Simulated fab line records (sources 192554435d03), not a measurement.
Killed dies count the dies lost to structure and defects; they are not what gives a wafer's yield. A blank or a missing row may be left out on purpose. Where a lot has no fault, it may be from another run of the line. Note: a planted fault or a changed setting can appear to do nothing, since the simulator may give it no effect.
Split-lot trial / flow n5-finfet / on a route of 1938 steps: 7 lots, 21 wafers read

== ON THE SPLIT ==
At N5_BEOL_M9_PECVD_70 (deposits SiO2 from TEOS/O2, target thk 20 nm, time 22.7 s), the setting time-s was moved away from the recipe's 22.7 s on 7 of the 21 wafers read, by -8.8% to +12.9%. The other wafers ran this setting at the recipe's value.

Reading taken at the split's own step.

== THE READING ==
SiO2_of_BEOL_M9_PECVD_70.thk-nm (the simulator's own value, which no gauge read), in nm, at N5_BEOL_M9_PECVD_70 (deposits SiO2 from TEOS/O2, target thk 20 nm, time 22.7 s). The file does not state a usual value for it. Average 19.9 nm, standard deviation 0.55 nm, over the 14 wafers here run with the recipe.

wafer=L085.2; tool, chamber at the split=pecvd-03, 1; time-s as run, s=22.7; against the recipe=recipe; SiO2_of_BEOL_M9_PECVD_70.thk-nm, nm=19.8; against lot-mates on the recipe=-
wafer=L085.4; tool, chamber at the split=pecvd-03, 0; time-s as run, s=21.52; against the recipe=-5.2%; SiO2_of_BEOL_M9_PECVD_70.thk-nm, nm=19.8; against lot-mates on the recipe=-0.5
wafer=L085.6; tool, chamber at the split=pecvd-03, 2; time-s as run, s=22.7; against the recipe=recipe; SiO2_of_BEOL_M9_PECVD_70.thk-nm, nm=20.8; against lot-mates on the recipe=-
wafer=L090.2; tool, chamber at the split=pecvd-01, 0; time-s as run, s=22.7; against the recipe=recipe; SiO2_of_BEOL_M9_PECVD_70.thk-nm, nm=19.2; against lot-mates on the recipe=-
wafer=L090.3; tool, chamber at the split=pecvd-01, 2; time-s as run, s=21.01; against the recipe=-7.4%; SiO2_of_BEOL_M9_PECVD_70.thk-nm, nm=18.4; against lot-mates on the recipe=-0.8
wafer=L090.5; tool, chamber at the split=pecvd-01, 0; time-s as run, s=21.01; against the recipe=-7.4%; SiO2_of_BEOL_M9_PECVD_70.thk-nm, nm=18.2; against lot-mates on the recipe=-1.0
wafer=L091.1; tool, chamber at the split=pecvd-02, 2; time-s as run, s=22.7; against the recipe=recipe; SiO2_of_BEOL_M9_PECVD_70.thk-nm, nm=19.8; against lot-mates on the recipe=-
wafer=L091.3; tool, chamber at the split=pecvd-02, 1; time-s as run, s=22.7; against the recipe=recipe; SiO2_of_BEOL_M9_PECVD_70.thk-nm, nm=19.4; against lot-mates on the recipe=-
wafer=L091.6; tool, chamber at the split=pecvd-02, 1; time-s as run, s=22.7; against the recipe=recipe; SiO2_of_BEOL_M9_PECVD_70.thk-nm, nm=19.4; against lot-mates on the recipe=-
wafer=L092.1; tool, chamber at the split=pecvd-02, 0; time-s as run, s=22.7; against the recipe=recipe; SiO2_of_BEOL_M9_PECVD_70.thk-nm, nm=19.6; against lot-mates on the recipe=-
wafer=L092.5; tool, chamber at the split=pecvd-02, 1; time-s as run, s=22.7; against the recipe=recipe; SiO2_of_BEOL_M9_PECVD_70.thk-nm, nm=20; against lot-mates on the recipe=-
wafer=L092.6; tool, chamber at the split=pecvd-02, 2; time-s as run, s=22.7; against the recipe=recipe; SiO2_of_BEOL_M9_PECVD_70.thk-nm, nm=20.4; against lot-mates on the recipe=-
wafer=L094.2; tool, chamber at the split=pecvd-02, 1; time-s as run, s=20.71; against the recipe=-8.8%; SiO2_of_BEOL_M9_PECVD_70.thk-nm, nm=17.4; against lot-mates on the recipe=-2.0
wafer=L094.3; tool, chamber at the split=pecvd-02, 2; time-s as run, s=20.71; against the recipe=-8.8%; SiO2_of_BEOL_M9_PECVD_70.thk-nm, nm=18.4; against lot-mates on the recipe=-1.0
wafer=L094.5; tool, chamber at the split=pecvd-02, 1; time-s as run, s=22.7; against the recipe=recipe; SiO2_of_BEOL_M9_PECVD_70.thk-nm, nm=19.4; against lot-mates on the recipe=-
wafer=L095.1; tool, chamber at the split=pecvd-02, 1; time-s as run, s=25.62; against the recipe=+12.9%; SiO2_of_BEOL_M9_PECVD_70.thk-nm, nm=21.6; against lot-mates on the recipe=+2.0
wafer=L095.2; tool, chamber at the split=pecvd-02, 0; time-s as run, s=22.7; against the recipe=recipe; SiO2_of_BEOL_M9_PECVD_70.thk-nm, nm=19.6; against lot-mates on the recipe=-
wafer=L095.5; tool, chamber at the split=pecvd-02, 1; time-s as run, s=25.62; against the recipe=+12.9%; SiO2_of_BEOL_M9_PECVD_70.thk-nm, nm=22; against lot-mates on the recipe=+2.4
wafer=L096.2; tool, chamber at the split=pecvd-03, 2,0; time-s as run, s=22.7; against the recipe=recipe; SiO2_of_BEOL_M9_PECVD_70.thk-nm, nm=20.8; against lot-mates on the recipe=-
wafer=L096.6; tool, chamber at the split=pecvd-03, 2,0; time-s as run, s=22.7; against the recipe=recipe; SiO2_of_BEOL_M9_PECVD_70.thk-nm, nm=20.8; against lot-mates on the recipe=-
wafer=L096.5; tool, chamber at the split=pecvd-03, 1; time-s as run, s=22.7; against the recipe=recipe; SiO2_of_BEOL_M9_PECVD_70.thk-nm, nm=20.2; against lot-mates on the recipe=-
When a row names more than one chamber, that row covers several wafers, and the file does not tell which wafer ran in which chamber.

THE FIT
A straight line over all 21 wafers: SiO2_of_BEOL_M9_PECVD_70.thk-nm changes by +0.173 nm for each +1% of time-s; r = +0.86; the points scatter about the line by 0.58 nm.
The same after taking each lot's own level away (the mean of its wafers on the recipe; 21 wafers): +0.16 nm for each +1%; r = +0.94; scatter 0.33 nm.
According to that fit, moving time-s by its largest amount changes the reading by 2.1 nm.
Measured against the standard deviation above, the lots' own levels, which go from 19.20 to 20.60 nm, span 2.6 times it.
So the lot-to-lot level changes the slope little: the two slopes agree.
Check: +2.16 nm against its lot-mates is what the line predicts for one of the wafers moved furthest among these (+12.9%) when that wafer is left out of the fit. Against them it came out at +2 nm.

== OTHER SPLITS ON THESE WAFERS ==
These wafers also went through other splits before the reading. Each is held against what the fit with the lots' levels taken away leaves over:
other split on the same wafers=N5_BEOL_M5_ILD_DEP_00 temp-c; wafers away from the commonest value=7; r with SiO2_of_BEOL_M9_PECVD_70.thk-nm (lot level and that fit taken away)=-0.06
other split on the same wafers=N5_BEOL_M6_COAT_63 spin-rpm; wafers away from the commonest value=7; r with SiO2_of_BEOL_M9_PECVD_70.thk-nm (lot level and that fit taken away)=-0.13
other split on the same wafers=N5_BEOL_M6_COAT_22 spin-rpm; wafers away from the commonest value=9; r with SiO2_of_BEOL_M9_PECVD_70.thk-nm (lot level and that fit taken away)=-0.15
other split on the same wafers=N5_BEOL_M7_HM_DEP_02 target-thk-a; wafers away from the commonest value=6; r with SiO2_of_BEOL_M9_PECVD_70.thk-nm (lot level and that fit taken away)=-0.17
other split on the same wafers=N5_BEOL_M8_ILD_DEP_00 time-s; wafers away from the commonest value=7; r with SiO2_of_BEOL_M9_PECVD_70.thk-nm (lot level and that fit taken away)=+0.04

== FILE'S OWN FIT ==
SiO2_of_BEOL_M9_PECVD_70.thk-nm changes by +0.156 nm for each +1% of time-s, r = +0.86.
